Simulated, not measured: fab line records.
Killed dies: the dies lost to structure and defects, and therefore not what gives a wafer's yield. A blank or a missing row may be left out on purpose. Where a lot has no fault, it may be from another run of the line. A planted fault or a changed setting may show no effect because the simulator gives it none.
Chamber matching + flow nand harc + NHARC_A_CONTACT_DEP_58 on pecvd-01: 3 sister chambers
The step deposits SiON, target thk 60 nm. 6 wafers are shown with their chamber, then 12 later ones without.

## WAFERS, EACH WITH ITS CHAMBER
| wafer  | chamber | heater power w (W) | rf fwd power W (W) |
|--------|---------|--------------------|--------------------|
| L091.2 | 2       | 920                | 345.6              |
| L091.3 | 1       | 731                | 347.2              |
| L091.6 | 0       | 772                | 348.6              |
| L088.3 | 0       | 777                | 348.3              |
| L088.4 | 2       | 875                | 349.8              |
| L088.6 | 1       | 752                | 349.7              |

## WAFERS MISSING THEIR CHAMBER
| wafer  | heater power w (W) | rf fwd power W (W) |
|--------|--------------------|--------------------|
| L090.1 | 706                | 349.2              |
| L090.2 | 1019               | 347.2              |
| L090.6 | 766                | 349.5              |
| L094.1 | 684                | 347.6              |
| L094.2 | 781                | 347.6              |
| L094.4 | 982                | 348.2              |
| L095.2 | 1015               | 347.9              |
| L095.3 | 772                | 348.4              |
| L095.4 | 1019               | 348.8              |
| L096.1 | 924                | 348.2              |
| L096.3 | 715                | 351.3              |
| L096.4 | 919                | 349.1              |

## WHICH CHAMBER EACH ONE RAN IN
| wafer  | from the rows above     | in truth |
|--------|-------------------------|----------|
| L090.1 | can't be placed: 1 or 0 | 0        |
| L090.2 | 2                       | 2        |
| L090.6 | can't be placed: 0 or 1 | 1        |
| L094.1 | can't be placed: 1 or 0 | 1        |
| L094.2 | can't be placed: 0 or 1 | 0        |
| L094.4 | 2                       | 2        |
| L095.2 | 2                       | 2        |
| L095.3 | can't be placed: 0 or 1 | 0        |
| L095.4 | 2                       | 2        |
| L096.1 | 2                       | 2        |
| L096.3 | can't be placed: 1 or 0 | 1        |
| L096.4 | 2                       | 2        |
Correctly placed: 6 of 12. Not placeable from these rows: 6 (in 6, the candidates include the true chamber). Wrongly placed: 0.
How it was worked out, from the rows above alone: a wafer's distance from a chamber is the root of the sum, over the readings, of the square of ((its reading less the chamber's mean) divided by the reading's scatter). The wafer belongs to the nearest chamber; if the next one is less than 2 further off, it can't be placed. Each chamber's mean is taken over the wafers shown for it. How the scatter is found: for the shown wafers, subtract from each reading the mean of its chamber, square and add these, divide the total by (wafers less chambers), then take the root.
